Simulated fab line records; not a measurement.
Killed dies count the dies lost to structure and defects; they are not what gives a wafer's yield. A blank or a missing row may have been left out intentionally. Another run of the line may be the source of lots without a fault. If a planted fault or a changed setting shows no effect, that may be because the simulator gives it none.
Which tool did it? -- flow nand_harc -- Sampling: 12 lots, 36 wafers, 4 of 1302 route steps

WHAT THE GAUGES READ, wafer by wafer
NHARC_A_CONTACT_INSPECT_23.
lot,measured,on,raw_defect_count
L075,day 23 06:24,defect_inspect-02,650 381 789
L074,day 23 17:22,defect_inspect-02,575 617 747
L080,day 24 09:51,defect_inspect-01,723 380 522
L081,day 25 02:46,defect_inspect-01,812 797 556
L083,day 26 01:56,defect_inspect-01,500 466 805
L086,day 26 16:00,defect_inspect-01,362 467 493
L087,day 27 12:01,defect_inspect-02,328 284 341
L089,day 28 11:47,defect_inspect-01,362 431 410
L090,day 29 03:53,defect_inspect-01,537 281 553
L093,day 30 02:29,defect_inspect-02,485 424 378
L095,day 31 01:00,defect_inspect-02,526 429 477
L097,day 32 00:46,defect_inspect-01,338 501 598

EACH LOT AND THE TOOL THAT RAN IT (in order: tool; ch and the chambers of the sampled wafers; start)
lot,NHARC_A_CONTACT_DEP_84,NHARC_A_CONTACT_DEP_85,NHARC_A_CONTACT_ETCH_89
L075,"acl_dep-03 ch 0, day 22 22:46","pecvd-01 ch 0,1,2, day 22 23:45","rie_diel-11 ch 0,1,3, day 23 06:24 or earlier"
L074,"acl_dep-01 ch 0, day 23 08:41","pecvd-01 ch 0,1, day 23 10:37","rie_diel-06 ch 0,3, day 23 17:22 or earlier"
L080,"acl_dep-03 ch 0, day 24 01:20","pecvd-04 ch 0,1, day 24 03:08","rie_diel-11 ch 0,1,2, day 24 09:51 or earlier"
L081,"acl_dep-03 ch 0, day 24 18:18","pecvd-01 ch 1,2, day 24 20:02","rie_diel-11 ch 0,2, day 25 02:46 or earlier"
L083,"acl_dep-02 ch 0, day 25 17:08","pecvd-03 ch 0,1, day 25 18:53","rie_diel-11 ch 0,1,2, day 26 01:56 or earlier"
L086,"acl_dep-03 ch 0, day 26 06:44","pecvd-03 ch 0,2, day 26 08:14","rie_diel-06 ch 0,2,3, day 26 16:00 or earlier"
L087,"acl_dep-03 ch 0, day 27 03:26","pecvd-03 ch 0,1,2, day 27 04:37","rie_diel-06 ch 1,3, day 27 12:01 or earlier"
L089,"acl_dep-02 ch 0, day 28 02:08","pecvd-01 ch 1,2, day 28 03:53","rie_diel-06 ch 0,2,3, day 28 11:47 or earlier"
L090,"acl_dep-01 ch 0, day 28 18:21","pecvd-03 ch 1,2, day 28 20:05","rie_diel-08 ch 0,2, day 29 03:53 or earlier"
L093,"acl_dep-03 ch 0, day 29 19:07","pecvd-03 ch 0,1,2, day 29 20:04","rie_diel-11 ch 2,3, day 30 02:29 or earlier"
L095,"acl_dep-02 ch 0, day 30 16:51","pecvd-01 ch 0,2, day 30 18:35","rie_diel-11 ch 0,2,3, day 31 01:00 or earlier"
L097,"acl_dep-02 ch 0, day 31 16:52","pecvd-04 ch 0,2, day 31 18:19","rie_diel-11 ch 0,1,2, day 32 00:46 or earlier"
- NHARC_A_CONTACT_DEP_84: deposits aC, target thk 2800 nm.
- NHARC_A_CONTACT_DEP_85: deposits SiON, target thk 60 nm.
- NHARC_A_CONTACT_ETCH_89: etches the open film in N2/H2, target depth 260 nm, time 475.3 s.

THE ANSWER, worked out from the rows above alone
Rule: the usual values come from the lots themselves. The widest of any qualifying gaps counts: lots, ordered by their means at a reading, are off when they make up no more than a third of the lots, leave a main group of 4 or more, and stand apart from it by 3 or more times the standard deviation of that group's means. Not used: any main group whose means are identical at the precision the tables above print for the reading. A lot without any number at a reading at which 4 lots or more have one is off too. The other lots that the step has rows for count as sound.
Across all readings shown, no lot is off: no conclusion can be drawn from this.

WHAT THE SIMULATOR PUT IN
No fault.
